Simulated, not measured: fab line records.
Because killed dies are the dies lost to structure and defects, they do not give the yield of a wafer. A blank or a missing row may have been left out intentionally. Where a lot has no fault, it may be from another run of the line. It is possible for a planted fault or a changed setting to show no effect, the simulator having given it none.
Chamber matching | flow n5Finfet | rieDiel-02 running N5_BEOL_M3_STRIP_19: 4 sister chambers
The step strips in O2. 14 wafers are shown with their chamber, then 7 later ones without.

## WAFERS, EACH WITH ITS CHAMBER
wafer  | chamber | showerheadPlenumPTorr (Torr) | drypumpMotorCurrentA (A) | throttleValvePct (%)
L083.2 | 0       | 2.08                         | 5.8                      | 17.06
L083.3 | 3       | 2.20                         | 5.8                      | 16.81
L083.4 | 2       | 1.93                         | 5.7                      | 16.73
L086.3 | 2       | 1.93                         | 5.6                      | 16.76
L086.4 | 1       | 2.03                         | 5.4                      | 16.52
L086.5 | 3       | 2.20                         | 5.8                      | 16.81
L088.3 | 2       | 1.93                         | 5.7                      | 16.77
L088.5 | 2       | 1.93                         | 5.7                      | 16.73
L088.6 | 1       | 2.02                         | 5.4                      | 16.54
L090.2 | 2       | 1.93                         | 5.7                      | 16.77
L090.4 | 0       | 2.08                         | 5.8                      | 16.64
L090.5 | 0       | 2.08                         | 5.8                      | 16.63
L093.1 | 0       | 2.07                         | 5.8                      | 16.65
L093.5 | 3       | 2.19                         | 5.9                      | 16.84

SIGNATURES (means of the wafers above)
reading               | chamber 0 | chamber 1 | chamber 2 | chamber 3 | scatter within a chamber
showerheadPlenumPTorr | 2.0775    | 2.0250    | 1.9300    | 2.1967    | 0.00438
drypumpMotorCurrentA  | 5.800     | 5.400     | 5.680     | 5.833     | 0.0383
throttleValvePct      | 16.7450   | 16.5300   | 16.7520   | 16.8200   | 0.116
Rule: a wafer lies at a distance from a chamber equal to the root of the sum of squares, over the readings, of (its reading less the chamber's mean, divided by the reading's scatter). If the next closest chamber is less than 2 further off than the closest, the wafer can't be placed; otherwise it belongs to the closest. The scatter: the root of (the sum of the squares of (reading less its chamber's mean) over the shown wafers, divided by (wafers less chambers)).

## WAFERS WHOSE CHAMBER IS MISSING
wafer  | showerheadPlenumPTorr (Torr) | drypumpMotorCurrentA (A) | throttleValvePct (%)
L093.6 | 2.07                         | 5.8                      | 16.65
L094.2 | 1.92                         | 5.7                      | 16.80
L094.3 | 2.19                         | 5.9                      | 16.87
L094.4 | 2.02                         | 5.4                      | 16.56
L095.2 | 2.07                         | 5.8                      | 16.65
L095.3 | 2.19                         | 5.9                      | 16.87
L095.5 | 2.19                         | 5.9                      | 16.88

## EACH ONE'S CHAMBER
wafer  | from the rows above | in truth
L093.6 | 0                   | 0
L094.2 | 2                   | 2
L094.3 | 3                   | 3
L094.4 | 1                   | 1
L095.2 | 0                   | 0
L095.3 | 3                   | 3
L095.5 | 3                   | 3
7 of 7 placed correctly. Number that these rows cannot place: 0. Placed wrongly: 0.
